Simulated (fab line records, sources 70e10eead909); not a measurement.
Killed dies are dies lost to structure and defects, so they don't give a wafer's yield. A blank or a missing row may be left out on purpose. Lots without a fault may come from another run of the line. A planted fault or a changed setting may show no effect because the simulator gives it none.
Which tool did it? | flow nand_harc | 12 lots, 36 wafers sampled, at 5 steps of a route of 1302

WHAT THE GAUGES READ, wafer by wafer
NHARC_P_CONTACT_CD_MEAS_12: target cd 90 nm. Usual: cd_nm 89.9 nm, standard deviation 0.7.
lot  | measured     | on        | cd_nm (nm)     | flag
L162 | day 6 01:49  | cd_sem-02 | 91.6 91.4 89.8 |
L163 | day 6 08:34  | cd_sem-01 | 89.7 90.6 89.7 |
L164 | day 6 18:53  | cd_sem-03 | 91.2 90.1 89.6 |
L165 | day 7 07:48  | cd_sem-01 | 90.2 90.6 90.0 |
L168 | day 8 09:49  | cd_sem-02 | 89.9 90.7 89.0 |
L171 | day 9 17:27  | cd_sem-03 | 89.4 89.6 89.1 |
L172 | day 9 23:04  | cd_sem-01 | 90.2 90.2 88.7 |
L173 | day 10 08:51 | cd_sem-01 | 88.4 90.0 90.4 |
L174 | day 11 00:07 | cd_sem-03 | 90.0 91.0 90.3 |
L175 | day 11 20:01 | cd_sem-02 | 91.1 90.0 90.1 |
L181 | day 14 00:50 | cd_sem-01 | 90.4 89.4 89.8 |
L182 | day 14 10:08 | cd_sem-03 | 90.2 89.5 90.6 |

NHARC_END_SORT_01. Usual: killed_at_array 65, standard deviation 19; killed_at_other 0.9, standard deviation 1.1; killed_at_periphery 3.5, standard deviation 2.3; killed_dies 69, standard deviation 19; killed_open 3.2, standard deviation 1.8; killed_short 2.4, standard deviation 1.5.
lot  | measured     | on        | killed_at_array | killed_at_other | killed_at_periphery | killed_dies | killed_open | killed_short | flag
L172 | day 29 12:40 | prober-02 | 84 91 87        | 0 0 2           | 3 4 3               | 87 95 92    | 4 7 7       | 2 4 0        |
L174 | day 29 04:52 | prober-01 | 72 76 62        | 1 0 1           | 5 2 2               | 78 78 65    | 4 2 4       | 5 1 3        |
L175 | day 30 18:44 | prober-02 | 53              | 0               | 6                   | 59          | 5           | 1            |
L181 | day 33 04:09 | prober-02 | 82              | 4               | 4                   | 90          | 5           | 3            |

WHICH TOOL RAN EACH LOT (tool, then ch and the chambers of the sampled wafers, then the start)
lot  | NHARC_P_CONTACT_ETCH_36                       | NHARC_P_CONTACT_PVD_32       | NHARC_P_CONTACT_CMP_24
L162 | rie_diel-06 ch 1,3, day 6 03:43 or earlier    | pvd_sputter-02, day 6 03:43  | cmp-01 ch 0,1,3, day 6 04:44
L163 | rie_diel-07 ch 1,3, day 6 10:29 or earlier    | pvd_sputter-02, day 6 10:29  | cmp-01 ch 0,2,3, day 6 11:29
L164 | rie_diel-11 ch 1,2, day 6 20:47 or earlier    | pvd_sputter-02, day 6 20:47  | cmp-03 ch 2,3, day 6 21:49
L165 | rie_diel-11 ch 1,2, day 7 09:42 or earlier    | pvd_sputter-02, day 7 09:42  | cmp-03 ch 0,1,2, day 7 10:44
L168 | rie_diel-11 ch 0,3, day 8 11:43 or earlier    | pvd_sputter-02, day 8 11:43  | cmp-02 ch 0,2, day 8 12:44
L171 | rie_diel-07 ch 0,3, day 9 19:21 or earlier    | pvd_sputter-01, day 9 19:21  | cmp-01 ch 2,3, day 9 20:20
L172 | rie_diel-11 ch 0,1,3, day 10 00:59 or earlier | pvd_sputter-01, day 10 00:59 | cmp-03 ch 0,2,3, day 10 01:55
L173 | rie_diel-06 ch 0,1,2, day 10 10:49 or earlier | pvd_sputter-03, day 10 10:49 | cmp-02 ch 0,2,3, day 10 11:47
L174 | rie_diel-06 ch 0,1,3, day 11 02:09 or earlier | pvd_sputter-01, day 11 02:09 | cmp-02 ch 0,1,3, day 11 03:07
L175 | rie_diel-07 ch 2,3, day 11 21:56 or earlier   | pvd_sputter-03, day 11 21:56 | cmp-01 ch 0,2,3, day 11 23:13
L181 | rie_diel-07 ch 0,3, day 14 02:47 or earlier   | pvd_sputter-01, day 14 02:47 | cmp-02 ch 0,1, day 14 04:01
L182 | rie_diel-07 ch 1,2, day 14 12:03 or earlier   | pvd_sputter-02, day 14 12:03 | cmp-01 ch 1,3, day 14 13:15
- NHARC_P_CONTACT_ETCH_36: etches the open film in N2/H2, target depth 260 nm, time 406.25 s.
- NHARC_P_CONTACT_PVD_32: deposits Ti, target thk 5 nm, time 17.7 s.
- NHARC_P_CONTACT_CMP_24: polishes, t overpolish 30 s, target thk 200 nm.

WHAT THE TOOLS THEMSELVES READ (means of the sampled wafers that have a number; where no wafer has one, the mark that the record gives instead)
NHARC_P_CONTACT_ETCH_36. Usual: drypump_motor_current_A 5.3 A, standard deviation 0.44; oes_product_au 1.000 a.u., standard deviation 0.0082; rf_vpp_V 429.6 V, standard deviation 2.5; showerhead_plenum_p_Torr 2.01 Torr, standard deviation 0.087; throttle_valve_pct 14.171 %, standard deviation 0.0096.
lot  | tool        | drypump_motor_current_A (A) | oes_product_au (a.u.) | rf_vpp_V (V) | showerhead_plenum_p_Torr (Torr) | throttle_valve_pct (%) | flag
L162 | rie_diel-06 | 4.8                         | 1.014                 | 430.2        | 2.03                            | 14.167                 |
L163 | rie_diel-07 | 5.0                         | 0.997                 | 429.6        | 1.98                            | 14.176                 |
L164 | rie_diel-11 | 5.4                         | 1.000                 | 427.0        | 1.91                            | 14.161                 |
L165 | rie_diel-11 | 5.4                         | 0.995                 | 427.6        | 1.91                            | 14.168                 |
L168 | rie_diel-11 | 5.7                         | 1.007                 | 429.5        | 1.99                            | 14.175                 |
L171 | rie_diel-07 | 5.0                         | 0.995                 | 431.0        | 2.08                            | 14.172                 |
L172 | rie_diel-11 | 5.5                         | 1.012                 | 428.7        | 1.97                            | 14.168                 |
L173 | rie_diel-06 | 5.2                         | 0.998                 | 431.5        | 2.08                            | 14.180                 |
L174 | rie_diel-06 | 5.0                         | 0.999                 | 429.7        | 2.02                            | 14.173                 |
L175 | rie_diel-07 | 5.4                         | 1.006                 | 432.5        | 2.12                            | 14.168                 |
L181 | rie_diel-07 | 4.9                         | 0.989                 | 430.0        | 2.02                            | 14.164                 |
L182 | rie_diel-07 | 5.3                         | 1.002                 | 429.2        | 1.97                            | 14.172                 |

NHARC_P_CONTACT_PVD_32. Usual: cathode_dc_power_W 5000.0 W, standard deviation 0.91; chamber_pressure_pa 5.000 Pa, standard deviation 0.0098; throttle_valve_pct 29.9 %, standard deviation 0.87.
lot  | tool           | cathode_dc_power_W (W) | chamber_pressure_pa (Pa) | throttle_valve_pct (%) | flag
L162 | pvd_sputter-02 | 5000.4                 | 4.990                    | 30.3                   |
L163 | pvd_sputter-02 | 4999.6                 | 5.007                    | 29.9                   |
L164 | pvd_sputter-02 | 5000.4                 | 5.001                    | 30.5                   |
L165 | pvd_sputter-02 | 4999.5                 | 5.002                    | 30.3                   |
L168 | pvd_sputter-02 | 5000.7                 | 5.005                    | 29.9                   |
L171 | pvd_sputter-01 | 5000.3                 | 4.994                    | 30.7                   |
L172 | pvd_sputter-01 | 5000.1                 | 5.006                    | 30.2                   |
L173 | pvd_sputter-03 | 4999.9                 | 5.002                    | 28.7                   |
L174 | pvd_sputter-01 | 5000.4                 | 5.013                    | 30.3                   |
L175 | pvd_sputter-03 | 5000.4                 | 5.003                    | 29.6                   |
L181 | pvd_sputter-01 | 5000.2                 | 4.998                    | 30.4                   |
L182 | pvd_sputter-02 | 5000.8                 | 4.994                    | 29.4                   |

NHARC_P_CONTACT_CMP_24. Usual: motor_current_A 12.2 A, standard deviation 1.2; overpolish_run_s 30.000 s, standard deviation 0.0083; retaining_ring_pressure_frac 0.999, standard deviation 0.0053; time_to_endpoint_s 40 s, standard deviation 3.2.
lot  | tool   | motor_current_A (A) | overpolish_run_s (s) | retaining_ring_pressure_frac | time_to_endpoint_s (s) | flag
L162 | cmp-01 | 12.8                | 30.007               | 0.996                        | 38                     |
L163 | cmp-01 | 12.7                | 30.000               | 0.995                        | 37                     |
L164 | cmp-03 | 11.6                | 30.001               | 1.001                        | 38                     |
L165 | cmp-03 | 12.2                | 30.012               | 0.997                        | 41                     |
L168 | cmp-02 | 11.1                | 29.995               | 1.000                        | 44                     |
L171 | cmp-01 | 12.1                | 29.991               | 0.997                        | 39                     |
L172 | cmp-03 | 11.6                | 29.997               | 0.996                        | 40                     |
L173 | cmp-02 | 11.4                | 29.997               | 0.999                        | 42                     |
L174 | cmp-02 | 11.6                | 30.002               | 1.001                        | 39                     |
L175 | cmp-01 | 13.1                | 29.999               | 0.999                        | 41                     |
L181 | cmp-02 | 12.1                | 29.996               | 0.993                        | 42                     |
L182 | cmp-01 | 12.2                | 29.993               | 1.002                        | 37                     |

THE ANSWER, worked out from the rows above alone
Rule: a lot is off if the mean of its wafers that have a number lies more than 3 standard deviations from the usual mean. A lot without any number at a reading at which 4 lots or more have one is off too. The other lots that the step has rows for count as sound. The gauges are gone through in route order, then the tools' own readings, and for those a lot's mean is taken as printed above. The first step at which some lot is off is used, and at that step the reading that is off furthest; a lot without a number counts as furthest.
No lot is off at any reading shown: from this, nothing can be told.

WHAT THE SIMULATOR HAD PUT IN
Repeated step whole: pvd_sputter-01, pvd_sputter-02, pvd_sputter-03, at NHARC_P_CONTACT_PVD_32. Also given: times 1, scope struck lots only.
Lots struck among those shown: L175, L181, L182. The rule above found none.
